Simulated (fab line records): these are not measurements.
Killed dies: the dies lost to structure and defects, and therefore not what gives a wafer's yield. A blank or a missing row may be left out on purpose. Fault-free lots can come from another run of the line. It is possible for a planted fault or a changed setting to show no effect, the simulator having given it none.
Which tool was responsible? + flow nand_harc + 6 lots, 18 wafers sampled, at 5 steps of a route of 1302

== WHAT EACH GAUGE READ, for each wafer ==
NHARC_END_SORT_01.
| lot  | measured     | on        | killed_at_array |
|------|--------------|-----------|-----------------|
| L856 | day 31 02:38 | prober-01 | 670 99 668      |

== EACH LOT AND THE TOOL THAT RAN IT (in order: tool; ch and the chambers of the sampled wafers; start) ==
| lot  | NHARC_A_CONTACT_DEP_58          | NHARC_A_CONTACT_DESCUM_74          | NHARC_A_CONTACT_ETCH_78            | NHARC_A_CONTACT_ETCH_125             |
|------|---------------------------------|------------------------------------|------------------------------------|--------------------------------------|
| L842 | pecvd-01 ch 0,1,2, day 23 00:45 | rie_diel-05 ch 2,3, day 23 01:40   | rie_diel-05 ch 1,2,3, day 23 02:28 | har_cap_etch-01 ch 0,1, day 23 03:29 |
| L846 | pecvd-04 ch 1, day 24 08:31     | rie_diel-03 ch 0,2, day 24 09:30   | rie_diel-03 ch 0,2, day 24 10:13   | har_cap_etch-01 ch 0,1, day 24 11:16 |
| L848 | pecvd-01 ch 0,1, day 25 04:37   | rie_diel-03 ch 0,2,3, day 25 05:32 | rie_diel-03 ch 0,1,2, day 25 06:20 | har_cap_etch-02 ch 0,1, day 25 07:18 |
| L850 | pecvd-03 ch 0,2, day 26 12:02   | rie_diel-04 ch 1,2,3, day 26 12:47 | rie_diel-04 ch 1,2, day 26 13:24   | har_cap_etch-03 ch 0,1, day 26 14:34 |
| L856 | pecvd-03 ch 1,2, day 28 09:02   | rie_diel-04 ch 0,1,3, day 28 09:55 | rie_diel-04 ch 0,1,3, day 28 10:43 | har_cap_etch-03 ch 0,1, day 28 11:40 |
| L863 | pecvd-04 ch 0,1,2, day 31 10:52 | rie_diel-05 ch 0,1,3, day 31 11:47 | rie_diel-05 ch 0,1,2, day 31 12:29 | har_cap_etch-01 ch 0,1, day 31 13:37 |
- NHARC_A_CONTACT_DEP_58: deposits SiON, target thk 90 nm.
- NHARC_A_CONTACT_DESCUM_74: chemistry O2, time 3 s.
- NHARC_A_CONTACT_ETCH_78: etches the open film in O2/COS, target depth 5300 nm, time 1378 s.
- NHARC_A_CONTACT_ETCH_125: etches the open film in C4F8/O2/Ar, time 197 s, target depth 1918 nm.

== THE ANSWER, worked out from the rows above alone ==
Rule: the usual values come from the lots themselves. The widest of any qualifying gaps counts: lots, ordered by their means at a reading, are off when they make up no more than a third of the lots, leave a main group of 4 or more, and stand apart from it by 3 or more times the standard deviation of that group's means. A main group is skipped when, at the precision printed for the reading in the tables above, its means are all equal. A lot without any number at a reading at which 4 lots or more have one is off too. The other lots that the step has rows for count as sound.
No lot is off at any reading shown: from this, nothing can be told.

== WHAT WAS PUT IN BY THE SIMULATOR ==
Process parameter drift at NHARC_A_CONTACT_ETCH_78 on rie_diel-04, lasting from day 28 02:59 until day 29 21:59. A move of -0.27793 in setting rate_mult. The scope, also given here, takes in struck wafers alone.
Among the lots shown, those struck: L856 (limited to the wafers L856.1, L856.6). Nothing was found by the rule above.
